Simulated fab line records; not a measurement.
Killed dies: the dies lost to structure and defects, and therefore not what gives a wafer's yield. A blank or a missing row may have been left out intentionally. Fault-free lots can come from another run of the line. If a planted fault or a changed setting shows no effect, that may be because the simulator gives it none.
fab line records	flow n5_finfet
[record] lots = 11	wafers = 31	last_day = 17
route steps=1938 shown BEOL_M1@827 BEOL_M2@844 BEOL_M4@1111 PASSIVATION@1936
lots untouched by any fault: they come from a run of this same line in which no faults occurred
start_h: start of the lot's first displayed wafer, in hours after the record's first day	wait_h: hours from the lot's prior step to this one	" repeats the value in the row above	L1.1+2: one row covering several wafers at once	- no value, or no start given	* or withheld: withheld	< > ~ a bound
route shown NAME@n: a module of which the file shows steps, and the number in the route of the first	usual: mean and standard deviation over wafers with no fault	same: alike in all rows	chamber/n: place in a boat	sites: per-site readings	_std_site: standard deviation across them	_edge_site: inner sites' mean taken away from outer sites' mean	radius_mm: how far each site lies from the wafer's centre	mask NAME#n: copy n	behind: tool/chamber where the wafer was last shaped	hold: the reason the lot was held/the length of the hold in hours/how it ended	device: transistor that didn't switch, given as n, p or np	end of line: at the end of the route, the tests of the same wafers	step lacking rows: just its recipe	killed: at the first sort, the dies lost to defects and structure; wafer yield is something else	map: a wafer's dies, marking killed ones x, the rest . and places with no die _
set.NAME: the setting that was run; set.NAME@STEP: the one run at that earlier step	model.NAME: the simulator's own value behind a step, which no gauge read
the route's steps for a sample of lots (tables are steps, rows are wafers)
services: the hour from which a tool's chamber was out of use, counted from the record's first day as start_h (under 0 if before that day), plus the number of hours and why
[[steps]]
[step N5_BEOL_M1_ANNEAL_93]
[recipe] temp_c = 400	time_s = 240	ambient = vacuum
[usual] heater_power_w = 862/52
lot.wafer	tool	chamber	start_h	wait_h	heater_power_w
L585.1	pvd_sputter-03	-	123.98	0.0	826
L585.2	"	-	"	"	811
L585.4	"	-	"	"	981
L590.1	pvd_sputter-01	-	164.36	0.0	821
L590.3	"	-	"	"	810
L590.4	"	-	"	"	847
L592.1	pvd_sputter-01	-	166.83	0.0	786
L592.5	"	-	"	"	861
L592.6	"	-	"	"	908
L591.3	pvd_sputter-01	-	170.41	0.0	873
L591.4	"	-	"	"	887
L591.5	"	-	"	"	823
L594.2	pvd_sputter-02	-	187.65	0.0	928
L594.3	"	-	"	"	902
L595.2	pvd_sputter-02	-	190.31	0.0	856
L595.6	"	-	"	"	865
L596.2	pvd_sputter-01	-	198.24	0.0	818
L596.3	"	-	"	"	803
L596.4	"	-	"	"	854
L601.1	pvd_sputter-03	-	227.19	0.0	831
L601.4	"	-	"	"	1019
L601.6	"	-	"	"	826
L604.3	pvd_sputter-01	-	240.36	0.0	846
L604.4	"	-	"	"	804
L604.5	"	-	"	"	804
L605.1	pvd_sputter-02	-	249.96	0.0	922
L605.4	"	-	"	"	832
L605.6	"	-	"	"	877
L606.1	pvd_sputter-01	-	263.59	0.0	801
L606.3	"	-	"	"	840
L606.4	"	-	"	"	815
[step N5_BEOL_M1_RS_MEAS_58]
[recipe] thk_meas_gauge = four-point-probe	reads = Co_of_BEOL_M1_CO_CAP_55+Cu_of_BEOL_M1_ECD_50+Co_of_BEOL_M1_CVD_47+TaN_of_BEOL_M1_ALD_84
[usual] M1_RS = 0.68/0.031
lot.wafer	tool	chamber	start_h	wait_h	M1_RS[ohm/sq]
L585.1	film_metro-02	-	125.44	0.0	0.68
L585.2	"	-	"	"	0.67
L585.4	"	-	"	"	0.66
L590.1	film_metro-01	-	165.80	0.0	0.66
L590.3	"	-	"	"	0.64
L590.4	"	-	"	"	0.64
L592.1	film_metro-01	-	168.24	0.0	0.66
L592.5	"	-	"	"	0.66
L592.6	"	-	"	"	0.65
L591.3	film_metro-02	-	171.83	0.1	0.72
L591.4	"	-	"	"	0.68
L591.5	"	-	"	"	0.71
L594.2	film_metro-01	-	189.10	0.1	0.67
L594.3	"	-	"	"	0.63
L595.2	film_metro-01	-	191.74	0.1	0.69
L595.6	"	-	"	"	0.67
L596.2	film_metro-01	-	199.66	0.1	0.71
L596.3	"	-	"	"	0.70
L596.4	"	-	"	"	0.59
L601.1	film_metro-01	-	228.77	0.0	0.69
L601.4	"	-	"	"	0.65
L601.6	"	-	"	"	0.66
L604.3	film_metro-02	-	241.91	0.1	0.68
L604.4	"	-	"	"	0.69
L604.5	"	-	"	"	0.63
L605.1	film_metro-02	-	251.54	0.0	0.66
L605.4	"	-	"	"	0.64
L605.6	"	-	"	"	0.64
L606.1	film_metro-01	-	265.03	0.1	0.69
L606.3	"	-	"	"	0.67
L606.4	"	-	"	"	0.64
[step N5_BEOL_M2_HM_DEP_02]
[recipe] material = TiN	target_thk_a = 200	temp_c = 25	chamber_pressure_pa = 0.49996
[usual] throttle_valve_pct = 30.3/0.99
lot.wafer	tool	chamber	start_h	wait_h	throttle_valve_pct
L585.1	pvd_sputter-01	-	126.24	0.6	32.8
L585.2	"	-	"	"	30.4
L585.4	"	-	"	"	30.0
L590.1	pvd_sputter-01	-	167.67	1.7	30.5
L590.3	"	-	"	"	30.2
L590.4	"	-	"	"	32.7
L592.1	pvd_sputter-02	-	172.53	4.1	31.0
L592.5	"	-	"	"	30.2
L592.6	"	-	"	"	31.0
L591.3	pvd_sputter-03	-	172.92	0.9	30.5
L591.4	"	-	"	"	28.7
L591.5	"	-	"	"	28.9
L594.2	pvd_sputter-02	-	191.07	1.8	30.3
L594.3	"	-	"	"	30.0
L595.2	pvd_sputter-03	-	192.08	0.2	29.0
L595.6	"	-	"	"	30.5
L596.2	pvd_sputter-02	-	199.94	0.1	29.5
L596.3	"	-	"	"	30.3
L596.4	"	-	"	"	30.5
L601.1	pvd_sputter-02	-	229.19	0.2	30.8
L601.4	"	-	"	"	30.5
L601.6	"	-	"	"	30.2
L604.3	pvd_sputter-01	-	243.82	1.7	31.1
L604.4	"	-	"	"	30.4
L604.5	"	-	"	"	31.4
L605.1	pvd_sputter-01	-	252.18	0.5	32.7
L605.4	"	-	"	"	31.1
L605.6	"	-	"	"	30.4
L606.1	pvd_sputter-02	-	265.74	0.5	30.4
L606.3	"	-	"	"	30.3
L606.4	"	-	"	"	29.4
[step N5_BEOL_M2_COAT_61]
[recipe] resist = SOC	temp_c = 250	time_s = 60	spin_rpm = 1500	resist_thk_nm = 60
[usual] chill_plate_temp_C = 22.98/0.11	exhaust_pa = 44.9/0.85	run_length_s = 66.27/0.23
lot.wafer	tool	chamber	start_h	wait_h	chill_plate_temp_C	exhaust_pa	run_length_s
L585.1	litho_track-01	0	126.36	0.1	22.90	45.8	65.82
L585.2	"	0	"	"	23.08	45.7	65.83
L585.4	"	0	"	"	23.04	46.9	65.91
L590.1	litho_track-05	0	167.79	0.1	22.85	44.4	66.48
L590.3	"	0	"	"	22.68	45.2	66.47
L590.4	"	0	"	"	22.81	45.5	66.61
L592.1	litho_track-05	0	172.66	0.1	22.94	46.7	66.33
L592.5	"	0	"	"	22.97	45.1	66.46
L592.6	"	0	"	"	22.82	43.9	66.28
L591.3	litho_track-03	0	173.05	0.1	22.90	45.8	66.40
L591.4	"	0	"	"	23.08	44.2	66.52
L591.5	"	0	"	"	23.02	44.5	66.24
L594.2	litho_track-05	0	191.19	0.1	23.22	44.4	70.17
L594.3	"	0	"	"	23.06	44.5	66.46
L595.2	litho_track-05	0	192.20	0.1	23.02	44.4	70.35
L595.6	"	0	"	"	22.85	44.8	66.49
L596.2	litho_track-01	0	200.07	0.1	23.21	43.7	66.05
L596.3	"	0	"	"	23.04	43.2	65.87
L596.4	"	0	"	"	22.87	43.4	65.84
L601.1	litho_track-03	0	229.32	0.1	22.94	43.8	66.53
L601.4	"	0	"	"	22.92	44.5	66.38
L601.6	"	0	"	"	22.92	45.2	66.46
L604.3	litho_track-01	0	243.94	0.1	22.89	45.1	65.88
L604.4	"	0	"	"	22.93	45.1	65.93
L604.5	"	0	"	"	22.92	46.0	65.91
L605.1	litho_track-03	0	252.31	0.1	22.96	45.8	66.35
L605.4	"	0	"	"	22.82	45.6	66.31
L605.6	"	0	"	"	22.83	46.8	66.24
L606.1	litho_track-01	0	265.87	0.1	23.12	45.2	66.04
L606.3	"	0	"	"	23.03	45.0	65.85
L606.4	"	0	"	"	22.99	44.8	65.82
[step N5_BEOL_M4_RC_MEAS_101]
[usual] DIBL_N = 35.9/1.9	DIBL_P = 35.8/2.4	IOFF_N = 0.15/0.031	IOFF_P = 0.21/0.037	ION_N = 672/13	ION_P = 462/8.3	SS_N = 71.5/0.72	SS_P = 73.2/0.67	VT_N = 250/3.4	VT_P = -250/3.4
lot.wafer	tool	chamber	start_h	wait_h	DIBL_N[mV/V]	DIBL_P[mV/V]	IOFF_N[nA/um]	IOFF_P[nA/um]	ION_N[uA/um]	ION_P[uA/um]	SS_N[mV/dec]	SS_P[mV/dec]	VT_N[mV]	VT_P[mV]
L585.1	prober-02	0	166.95	0.0	37.0	37.6	0.15	0.22	676	466	71.2	73.8	250	-250
L585.2	"	0	"	"	36.5	35.3	0.13	0.18	657	450	71.2	73.2	253	-253
L585.4	"	0	"	"	36.5	36.1	0.13	0.19	660	457	71.4	72.7	252	-251
L592.1	prober-02	0	203.01	0.0	35.9	36.7	0.16	0.22	684	462	70.7	73.4	248	-252
L592.5	"	0	"	"	33.1	32.7	0.11	0.16	657	456	70.2	71.7	252	-254
L592.6	"	0	"	"	36.3	36.9	0.17	0.22	678	460	71.2	73.2	247	-248
L590.1	prober-01	0	203.11	0.0	35.0	36.6	0.16	0.20	679	461	71.9	73.5	250	-252
L590.3	"	0	"	"	32.6	33.3	0.12	0.16	660	455	71.3	72.5	253	-255
L590.4	"	0	"	"	31.7	31.5	0.10	0.14	651	448	71.0	72.5	256	-254
L591.3	prober-02	0	204.25	0.6	35.1	36.0	0.15	0.20	675	460	71.0	73.3	249	-250
L591.4	"	0	"	"	37.4	37.4	0.18	0.23	683	466	71.9	74.1	248	-251
L591.5	"	0	"	"	38.2	37.8	0.18	0.24	668	467	73.1	73.8	248	-249
L594.2	prober-02	0	220.61	0.2	37.3	35.6	0.15	0.20	661	455	72.2	73.8	252	-250
L594.3	"	0	"	"	34.5	33.5	0.11	0.18	659	462	70.8	72.1	256	-251
L595.2	prober-01	0	225.77	0.2	35.1	35.3	0.13	0.17	665	456	70.7	72.8	253	-254
L595.6	"	0	"	"	36.9	37.2	0.16	0.20	675	459	72.0	73.7	251	-251
L596.2	prober-02	0	244.59	0.2	37.5	36.0	0.17	0.22	689	475	71.7	72.8	248	-247
L596.3	"	0	"	"	36.8	35.3	0.16	0.21	670	464	71.8	72.9	248	-246
L596.4	"	0	"	"	39.8	39.6	0.23	0.31	699	482	72.4	73.8	243	-241
L601.1	prober-01	0	264.32	0.0	35.3	36.0	0.14	0.21	675	473	70.9	73.6	251	-248
L601.4	"	0	"	"	35.6	35.1	0.14	0.19	669	460	70.4	73.2	252	-250
L601.6	"	0	"	"	34.8	35.6	0.13	0.20	666	461	71.4	72.9	254	-251
L604.3	prober-01	0	276.05	0.3	36.3	34.0	0.16	0.20	682	465	71.4	73.8	250	-250
L604.4	"	0	"	"	33.1	30.0	0.10	0.14	656	453	71.2	72.4	254	-253
L604.5	"	0	"	"	34.3	32.4	0.12	0.17	669	461	70.8	72.6	252	-255
L605.1	prober-01	0	295.81	0.0	37.3	37.4	0.19	0.26	682	470	71.5	73.0	244	-246
L605.4	"	0	"	"	35.4	36.2	0.16	0.23	676	472	70.8	73.6	247	-248
L605.6	"	0	"	"	35.8	35.8	0.17	0.23	688	471	70.9	72.9	247	-248
L606.1	prober-02	0	310.27	0.0	36.2	39.0	0.16	0.23	667	459	71.7	73.3	252	-248
L606.3	"	0	"	"	37.0	39.4	0.16	0.22	662	451	71.6	73.5	249	-250
L606.4	"	0	"	"	35.5	37.0	0.14	0.19	672	461	71.8	73.1	252	-250
[step N5_PASSIVATION_PROBE_49]
[usual] defect_limited_yield = 91.6/1.2	killed_at_M0_to_M3 = 33/9.4	killed_at_M4_up = 13/5.2	killed_at_contacts = 13/5.6	killed_at_front_end = 37/9.5	killed_at_other = 4/3.1	killed_dies = 99/15	killed_open = 65/11	killed_short = 32/7.5	sort_bin_5_function = 4.9/0.77	sort_bin_6_memory = 3.1/0.65	sort_n_pass = 1081/15	sort_yield_pct = 91.6/1.2
[same] gross_dies = 1180	killed_at_back_side = 0	sort_bin_4_leakage[%] = 0	sort_bin_8_speed[%] = 0
lot.wafer	tool	chamber	start_h	wait_h	defect_limited_yield[%]	killed_at_M0_to_M3	killed_at_M4_up	killed_at_contacts	killed_at_front_end	killed_at_other	killed_dies	killed_open	killed_short	sort_bin_5_function[%]	sort_bin_6_memory[%]	sort_n_pass	sort_yield_pct[%]
L591.3	prober-01	-	309.36	0.1	93.8	21	3	19	25	5	73	51	19	3.8	1.9	1107	93.8
L591.4	prober-01	-	309.41	0.2	92.0	36	6	23	29	0	94	65	29	4.8	3.0	1086	92.0
L591.5	prober-01	-	309.46	0.2	92.3	26	13	18	32	2	91	56	35	4.2	3.1	1089	92.3
L590.1	prober-01	-	316.16	0.0	93.2	16	12	21	31	0	80	54	26	4.4	2.1	1100	93.2
L590.3	prober-01	-	316.26	0.1	91.9	24	7	26	38	1	96	69	24	5.3	2.5	1084	91.9
L590.4	prober-01	-	316.31	0.2	93.2	22	10	14	33	1	80	59	21	3.9	2.7	1100	93.2
L592.1	prober-02	-	323.79	0.0	89.9	37	14	9	52	7	119	71	46	5.9	3.5	1061	89.9
L592.5	prober-02	-	323.99	0.2	93.2	19	6	17	34	4	80	44	35	4.1	2.4	1100	93.2
L592.6	prober-02	-	324.04	0.3	91.1	26	18	14	37	10	105	70	35	5.6	3.0	1075	91.1
L594.2	prober-02	-	325.96	0.1	92.5	37	5	2	40	5	89	62	25	4.7	2.8	1091	92.5
L594.3	prober-02	-	326.01	0.1	90.2	43	19	12	38	4	116	81	31	5.3	3.9	1064	90.2
L596.2	prober-02	-	350.98	0.1	92.0	31	19	12	31	1	94	59	33	5.3	2.5	1086	92.0
L596.3	prober-02	-	351.03	0.1	92.1	31	20	8	32	2	93	62	29	4.8	2.9	1087	92.1
L596.4	prober-02	-	351.08	0.2	92.1	29	12	11	39	2	93	62	30	4.6	3.0	1087	92.1
L601.1	prober-01	-	374.78	0.0	91.3	38	15	8	35	7	103	72	31	4.7	3.9	1077	91.3
L601.4	prober-01	-	374.93	0.2	92.5	31	16	6	32	3	88	48	40	4.7	2.3	1092	92.5
L601.6	prober-01	-	375.03	0.3	91.9	47	9	9	27	4	96	59	37	5.1	3.0	1084	91.9
L604.3	prober-01	-	376.43	0.1	92.2	32	13	17	29	1	92	63	28	5.1	2.5	1088	92.2
L604.4	prober-01	-	376.48	0.2	88.1	51	15	11	60	3	140	83	56	6.3	5.0	1040	88.1
L604.5	prober-01	-	376.53	0.2	90.5	26	13	15	54	4	112	72	40	6.2	3.1	1068	90.5
L606.1	prober-02	-	417.47	0.0	89.7	48	10	11	48	5	122	83	38	6.1	3.7	1058	89.7
L606.3	prober-02	-	417.57	0.1	91.2	33	9	16	44	2	104	77	27	4.9	3.6	1076	91.2
L606.4	prober-02	-	417.62	0.2	91.5	35	15	9	32	9	100	64	35	4.5	3.7	1080	91.5
// killed by level:class
L591.3 MOL_CONTACT_COAG:geometric_particle:open=17 BEOL_M1:geometric_particle:open=5 BEOL_M3:geometric_particle:open=5 STI_FIN_REVEAL:geometric_particle:open=4 GATE_CUT:geometric_particle:open=4 BEOL_M3:geometric_particle:short=4 MIM_BOT:geometric_particle:open=4 BEOL_M5:geometric_particle:open=3
L591.4 MOL_CONTACT_COAG:geometric_particle:open=20 BEOL_M1:geometric_particle:open=12 BEOL_M3:geometric_particle:open=11 GATE_CUT:geometric_particle:short=6 BEOL_M0_SAQP:geometric_particle:open=5 STARTING-WAFER:geometric_particle:short=5 STI_FIN_REVEAL:geometric_particle:open=4 FIN_SAQP:geometric_particle:short=3
L591.5 MOL_CONTACT_COAG:geometric_particle:open=12 FIN_SAQP:geometric_particle:short=8 BEOL_M4:geometric_particle:open=8 BEOL_M0_SAQP:geometric_particle:short=7 STI_FIN_REVEAL:geometric_particle:open=6 MOL_CONTACT_COAG:geometric_particle:short=6 BEOL_M3:geometric_particle:open=6 FIN_SAQP:geometric_particle:open=3
L590.1 MOL_CONTACT_COAG:geometric_particle:open=15 BEOL_M2:geometric_particle:open=8 STI_FIN_REVEAL:geometric_particle:open=7 MOL_CONTACT_COAG:geometric_particle:short=6 DUMMY_GATE:geometric_particle:open=5 FIN_SAQP:geometric_particle:open=3 BEOL_M4:geometric_particle:open=3 BEOL_M6:geometric_particle:open=3
L590.3 MOL_CONTACT_COAG:geometric_particle:open=23 BEOL_M2:geometric_particle:open=7 FIN_SAQP:geometric_particle:open=6 FIN_SAQP:geometric_particle:short=6 BEOL_M0_SAQP:geometric_particle:short=6 BEOL_M0_SAQP:geometric_particle:open=6 DUMMY_GATE:geometric_particle:open=5 GATE_CUT:geometric_particle:open=5
L590.4 MOL_CONTACT_COAG:geometric_particle:open=12 STI_FIN_REVEAL:geometric_particle:open=8 BEOL_M2:geometric_particle:open=8 FIN_SAQP:geometric_particle:open=7 BEOL_M0_SAQP:geometric_particle:open=7 DUMMY_GATE:geometric_particle:open=4 STI_FIN_REVEAL:geometric_particle:short=3 GATE_CUT:geometric_particle:short=3
L592.1 FIN_SAQP:geometric_particle:short=13 STI_FIN_REVEAL:geometric_particle:open=12 FIN_SAQP:geometric_particle:open=10 BEOL_M0_SAQP:geometric_particle:open=9 MOL_CONTACT_COAG:geometric_particle:open=9 BEOL_M0_SAQP:geometric_particle:short=9 BEOL_M1:geometric_particle:short=6 BEOL_M4:geometric_particle:open=4
L592.5 MOL_CONTACT_COAG:geometric_particle:open=14 FIN_SAQP:geometric_particle:short=8 FIN_SAQP:geometric_particle:open=6 BEOL_M1:geometric_particle:open=5 SPACER0:geometric_particle:open=4 GATE_CUT:geometric_particle:short=3 MOL_CONTACT_COAG:geometric_particle:short=3 BEOL_M3:geometric_particle:open=3
L592.6 MOL_CONTACT_COAG:geometric_particle:open=13 FIN_SAQP:geometric_particle:short=8 FIN_SAQP:geometric_particle:open=8 BEOL_M4:geometric_particle:open=8 BEOL_M2:geometric_particle:open=8 PASS1_CAP:geometric_particle:open=6 BEOL_M1:geometric_particle:short=6 BEOL_M0_SAQP:geometric_particle:open=5
L594.2 BEOL_M3:geometric_particle:open=15 BEOL_M1:geometric_particle:open=9 FIN_SAQP:geometric_particle:short=7 DUMMY_GATE:geometric_particle:open=7 ILD0:geometric_particle:open=6 BEOL_M0:geometric_particle:open=4 FIN_SAQP:geometric_particle:open=3 ILD0:geometric_particle:short=3
L594.3 BEOL_M4:geometric_particle:open=10 BEOL_M3:geometric_particle:open=10 BEOL_M0_SAQP:geometric_particle:open=9 BEOL_M1:geometric_particle:open=8 MOL_CONTACT_COAG:geometric_particle:open=7 BEOL_M2:geometric_particle:open=6 STI_FIN_REVEAL:geometric_particle:open=5 MOL_CONTACT_COAG:geometric_particle:short=5
L596.2 BEOL_M0_SAQP:geometric_particle:open=9 FIN_SAQP:geometric_particle:short=8 MOL_CONTACT_COAG:geometric_particle:open=8 BEOL_M0_SAQP:geometric_particle:short=7 BEOL_M1:geometric_particle:open=6 GATE_CUT:geometric_particle:short=5 DUMMY_GATE:geometric_particle:open=4 GATE_CUT:geometric_particle:open=4
L596.3 BEOL_M4:geometric_particle:open=9 BEOL_M0_SAQP:geometric_particle:open=9 FIN_SAQP:geometric_particle:open=8 FIN_SAQP:geometric_particle:short=7 GATE_CUT:geometric_particle:short=6 MOL_CONTACT_COAG:geometric_particle:open=6 STARTING-WAFER:geometric_particle:open=5 BEOL_M1:geometric_particle:open=5
L596.4 MOL_CONTACT_COAG:geometric_particle:open=10 STI_FIN_REVEAL:geometric_particle:open=8 BEOL_M1:geometric_particle:open=7 FIN_SAQP:geometric_particle:short=6 ILD0:geometric_particle:short=6 BEOL_M0_SAQP:geometric_particle:open=6 ILD0:geometric_particle:open=5 BEOL_M0:geometric_particle:open=4
L601.1 BEOL_M0_SAQP:geometric_particle:short=11 STI_FIN_REVEAL:geometric_particle:open=10 BEOL_M0_SAQP:geometric_particle:open=10 BEOL_M4:geometric_particle:open=8 MOL_CONTACT_COAG:geometric_particle:open=7 BEOL_M1:geometric_particle:open=6 DUMMY_GATE:geometric_particle:open=5 FIN_SAQP:geometric_particle:short=4
L601.4 FIN_SAQP:geometric_particle:short=11 BEOL_M0_SAQP:geometric_particle:short=9 BEOL_M4:geometric_particle:open=8 BEOL_M0_SAQP:geometric_particle:open=6 MOL_CONTACT_COAG:geometric_particle:open=5 BEOL_M4:geometric_particle:short=5 STI_FIN_REVEAL:geometric_particle:open=4 GATE_CUT:geometric_particle:open=3
L601.6 BEOL_M0_SAQP:geometric_particle:open=13 BEOL_M0_SAQP:geometric_particle:short=13 BEOL_M3:geometric_particle:open=9 MOL_CONTACT_COAG:geometric_particle:open=7 FIN_SAQP:geometric_particle:short=5 BEOL_M2:geometric_particle:open=5 STARTING-WAFER:geometric_particle:short=5 GATE_CUT:geometric_particle:short=4
L604.3 MOL_CONTACT_COAG:geometric_particle:open=16 BEOL_M3:geometric_particle:open=10 FIN_SAQP:geometric_particle:short=6 STI_FIN_REVEAL:geometric_particle:open=5 BEOL_M0_SAQP:geometric_particle:open=5 STARTING-WAFER:geometric_particle:short=5 BEOL_M0_SAQP:geometric_particle:short=4 BEOL_M4:geometric_particle:open=4
L604.4 FIN_SAQP:geometric_particle:open=18 FIN_SAQP:geometric_particle:short=16 BEOL_M0_SAQP:geometric_particle:short=12 BEOL_M3:geometric_particle:open=9 MOL_CONTACT_COAG:geometric_particle:open=9 BEOL_M0_SAQP:geometric_particle:open=9 GATE_CUT:geometric_particle:short=8 BEOL_M1:geometric_particle:open=8
L604.5 MOL_CONTACT_COAG:geometric_particle:open=15 FIN_SAQP:geometric_particle:short=14 STI_FIN_REVEAL:geometric_particle:open=10 FIN_SAQP:geometric_particle:open=9 BEOL_M0_SAQP:geometric_particle:open=7 BEOL_M0_SAQP:geometric_particle:short=7 BEOL_M3:geometric_particle:open=6 BEOL_M4:geometric_particle:open=5
L606.1 BEOL_M0_SAQP:geometric_particle:open=15 STI_FIN_REVEAL:geometric_particle:open=12 BEOL_M0_SAQP:geometric_particle:short=8 BEOL_M3:geometric_particle:open=8 FIN_SAQP:geometric_particle:short=7 MOL_CONTACT_COAG:geometric_particle:open=7 FIN_SAQP:geometric_particle:open=6 DUMMY_GATE:geometric_particle:open=5
L606.3 MOL_CONTACT_COAG:geometric_particle:open=14 FIN_SAQP:geometric_particle:open=9 STI_FIN_REVEAL:geometric_particle:open=8 BEOL_M3:geometric_particle:open=8 BEOL_M0_SAQP:geometric_particle:short=7 FIN_SAQP:geometric_particle:short=6 BEOL_M1:geometric_particle:open=6 DUMMY_GATE:geometric_particle:open=5
L606.4 STI_FIN_REVEAL:geometric_particle:open=8 MOL_CONTACT_COAG:geometric_particle:open=7 BEOL_M1:geometric_particle:open=7 BEOL_M0:geometric_particle:open=6 BEOL_M1:geometric_particle:short=6 BEOL_M4:geometric_particle:open=6 FIN_SAQP:geometric_particle:open=5 PASS1_CAP:geometric_particle:short=5
[[services]]
tool	chamber	start_h	hours	kind
pvd_sputter-03	-	107.67	2.0	repair
pvd_sputter-03	-	113.99	0.9	repair
pvd_sputter-01	-	129.15	1.9	repair
pvd_sputter-02	-	238.19	1.5	repair
litho_track-01	-	238.30	-	consumable_replace:filter
[[key]]
[first_sign] step = N5_BEOL_M2_COAT_61	reading = run_length_s	direction = up	sigmas = 17	usual = *	struck = *
effect none on later readings
met_at N5_BEOL_M2_COAT_61
struck_lots L594,L595
struck_wafers L594.2,L595.2
not_acting_at N5_BEOL_M1_ANNEAL_93,N5_BEOL_M1_RS_MEAS_58,N5_BEOL_M2_HM_DEP_02
onset_between 172.66 191.19
[fault] kind = process_parameter_drift	tool = litho_track-05	chamber = -	onset_h = 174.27	steps = N5_BEOL_M2_COAT_61	channel = time_s	offset = *	shape = step	end_h = 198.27	scope = struck_wafers_only	acts_in = *	stated = *
